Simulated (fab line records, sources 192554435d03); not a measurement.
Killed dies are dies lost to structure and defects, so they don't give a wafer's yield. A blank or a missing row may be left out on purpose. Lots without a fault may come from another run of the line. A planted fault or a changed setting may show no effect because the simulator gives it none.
A struck lot beside a sound one | flow n5_finfet | 15 steps out of a route of 1938
Sound: wafers L821.1, L821.2, L821.4. Struck: wafers L830.2, L830.3. (L830.5 of the same lot was not struck and is left out.) The cause comes at the end.
At each step with rows: each side's tool, then ch and its chambers, then its first start. Under that, the readings that differ: sound wafers | struck wafers | difference of the means | sigmas: that difference in standard deviations of wafers without a fault.
alike: readings whose means differ by less than 2 such deviations, and words and numbers that are the same on both sides. not compared: withheld readings, readings that some wafer has no value for, bounds like >300 that may hide the same value, and numbers for which the record gives no deviation and whose values overlap.
The two part at a step that has a row with sigmas, a row that says differs or no value, or rows on one side only. Numbers that don't overlap but have no deviation are shown without sigmas and don't part them. A reading that every wafer of one side lacks parts them only if that side has two wafers or more.

first, 2 steps without rows for these wafers: N5_FIN_SAQP_HM_OPEN_73 (chemistry CHF3/O2, target SiO2, stops on a-Si, target depth 12 nm, time 16.8 s); N5_FIN_SAQP_STRIP_74 (strips in CHF3/O2).
N5_FIN_SAQP_MANDREL_ETCH_22: etches a-Si in HBr/Cl2, stops on SiNx, target depth 60 nm, bt time 10 s, time 30 s.
  sound on rie_si-06 ch 0,1,3, day 2 04:51; struck on rie_si-06 ch 1,3, day 4 10:42
  alike: drypump_motor_current_A, oes_product_au, throttle_valve_pct
  not compared: rf_hours_counter_h
then, 3 steps without rows for these wafers: N5_FIN_SAQP_STRIP_55 (strips in N2/H2); N5_FIN_SAQP_STRIP_23 (strips in SPM, time 750 s); N5_FIN_SAQP_SRD_66 (time 30 s).
N5_FIN_SAQP_RECESS_75: chemistry HF/NH3, target SiO2, target depth 14.4 nm, afs cycles 3, sublimation time 60 s.
  sound on vapor_etch-01 ch 0,1, day 2 05:17; struck on vapor_etch-02 ch 0,1, day 4 11:07
  alike: drypump_motor_current_A
then, 2 steps without rows for these wafers: N5_FIN_SAQP_SPACER1_ALD_24 (deposits SiO2, target thk 20.3 nm, pulse time 1 s, purge time 2 s); N5_FIN_SAQP_SPACER1_ETCHBACK_25 (etches SiO2 in CHF3/O2, target depth 24.4 nm, time 12.2 s).
N5_FIN_SAQP_MANDREL1_REMOVE_56: chemistry HBr/Cl2/O2, target a-Si, stops on SiNx, bt time 10 s.
  sound on rie_si-01 ch 1,2,3, day 2 06:28; struck on rie_si-01 ch 0,1, day 4 12:19
  alike: drypump_motor_current_A, oes_product_au, throttle_valve_pct
  not compared: rf_hours_counter_h
N5_FIN_SAQP_CD_MEAS_27: target cd 20 nm.
  sound on cd_sem-03 ch 0, day 2 06:34; struck on cd_sem-01 ch 0, day 4 12:26
  alike: cd_nm
N5_FIN_SAQP_ETCH_57: etches SiNx in CH3F/O2, target depth 32.5 nm, time 46.4 s.
  sound on rie_diel-04 ch 0,1,3, day 2 06:37; struck on rie_diel-01 ch 0,2, day 4 12:28
  reading                | sound     | struck  | difference | sigmas
  rf_hours_counter_h (h) | 127 80 96 | 202 174 | +87        |
  alike: drypump_motor_current_A, etch_rf_on_time_s, mfc_ar_sccm, oes_product_au, rf_vpp_V, showerhead_plenum_p_Torr, throttle_valve_pct
N5_FIN_SAQP_ETCH_65: etches SiO2 in CF4, target depth 4 nm, time 4.4 s.
  sound on rie_si-06 ch 0,1,2, day 2 06:44; struck on rie_si-06 ch 0,1, day 4 12:35
  reading                  | sound             | struck      | difference | sigmas
  oes_product_au (a.u.)    | 0.986 0.972 0.995 | 1.336 1.345 | +0.356     | +30
  model.etch.depth_nm (nm) | 3.796 3.919 4.019 | 6.206 6.249 | +2.316     |
  alike: drypump_motor_current_A, throttle_valve_pct
  not compared: rf_hours_counter_h
N5_FIN_SAQP_MANDREL_ETCH_58: etches a-Si in HBr/Cl2, stops on SiNx, target depth 45 nm, bt time 10 s, time 27 s.
  sound on rie_si-06 ch 0,1,2, day 2 06:46; struck on rie_si-06 ch 0,1, day 4 12:37
  alike: drypump_motor_current_A, oes_product_au, throttle_valve_pct
  not compared: rf_hours_counter_h
-- the record jumps here: 12 days lie between the struck wafers' starts before and after (it left off in module FIN_SAQP and takes up again in module PASSIVATION, whose first step shown is number 1936 of the route) --
N5_PASSIVATION_PROBE_49:
  the record has rows for the struck wafers here (prober-01, day 16 15:39) and none for the sound ones

WHERE THEY PART
First at N5_FIN_SAQP_ETCH_65; last, within this record, at N5_PASSIVATION_PROBE_49.

WHY: what the simulator had put in
Process parameter drift: rie_si-06, from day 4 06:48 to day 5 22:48, at N5_FIN_SAQP_ETCH_65. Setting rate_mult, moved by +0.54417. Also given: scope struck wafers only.
